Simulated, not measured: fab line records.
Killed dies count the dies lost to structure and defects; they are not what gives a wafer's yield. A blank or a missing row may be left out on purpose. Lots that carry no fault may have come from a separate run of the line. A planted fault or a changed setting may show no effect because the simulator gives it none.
What tool caused it? | flow nand_harc | 22 lots (66 wafers sampled), 1 step of a 1302-step route

== WHAT THE GAUGES READ, wafer by wafer ==
NHARC_A_CONTACT_CD_MEAS_69: the cd target is 300 nm. Usual: cd_nm reads 299.9 nm (standard deviation 0.38).
lot  | measured     | on        | cd_nm (nm)        | flag
L074 | day 21 16:27 | cd_sem-01 | 300.0 300.3 300.1 |
L075 | day 22 07:16 | cd_sem-01 | 299.7 299.8 299.9 |
L077 | day 22 18:14 | cd_sem-01 | 300.1 299.6 300.1 |
L079 | day 23 09:23 | cd_sem-03 | 300.2 300.0 300.6 |
L078 | day 23 09:38 | cd_sem-02 | 300.1 300.2 300.4 |
L080 | day 24 16:57 | cd_sem-01 | 299.7 299.7 300.1 |
L083 | day 24 22:36 | cd_sem-03 | 299.8 299.7 300.0 |
L081 | day 25 06:07 | cd_sem-02 | 300.3 300.2 300.3 |
L085 | day 25 11:10 | cd_sem-01 | 300.4 299.6 299.8 |
L082 | day 25 13:26 | cd_sem-02 | 299.3 299.9 299.3 |
L084 | day 25 14:22 | cd_sem-03 | 299.4 299.4 300.0 |
L086 | day 25 20:12 | cd_sem-03 | 299.6 299.8 299.8 |
L087 | day 28 01:21 | cd_sem-03 | 299.2 300.1 300.1 |
L088 | day 28 08:55 | cd_sem-01 | 300.6 300.3 299.7 |
L090 | day 28 14:17 | cd_sem-03 | 299.9 300.2 299.4 |
L093 | day 29 02:07 | cd_sem-03 | 299.8 300.8 300.0 |
L091 | day 29 02:49 | cd_sem-01 | 299.8 299.8 300.1 |
L092 | day 29 20:07 | cd_sem-01 | 299.7 299.9 299.8 |
L094 | day 29 23:44 | cd_sem-01 | 300.0 299.5 300.3 |
L095 | day 30 09:16 | cd_sem-03 | 299.3 300.0 299.5 |
L097 | day 31 09:14 | cd_sem-02 | 300.2 300.1 300.1 |
L096 | day 32 20:55 | cd_sem-02 | 299.9 300.1 298.7 |

== TOOL THAT RAN EACH LOT (tool first, then ch and the chambers of the sampled wafers, then the start) ==
The record holds no process step before these readings.

== WHAT THE TOOLS THEMSELVES READ (means of the sampled wafers that have a number; where no wafer has one, the mark that the record gives instead) ==
The record holds no such reading with a usual standard deviation.

== THE ANSWER, worked out from the rows above alone ==
Rule: lot off if the mean of its wafers having a number is beyond 3 standard deviations from the usual mean. A lot without any number at a reading at which 4 lots or more have one is off too. The other lots that the step has rows for count as sound. First the gauges in route order, then the tools' own readings, where a lot's mean is used as printed above. The first step at which some lot is off is used, and at that step the reading that is off furthest; a lot without a number counts as furthest.
No lot is off at any reading shown: from this, nothing can be told.

== WHAT HAD BEEN PUT IN BY THE SIMULATOR ==
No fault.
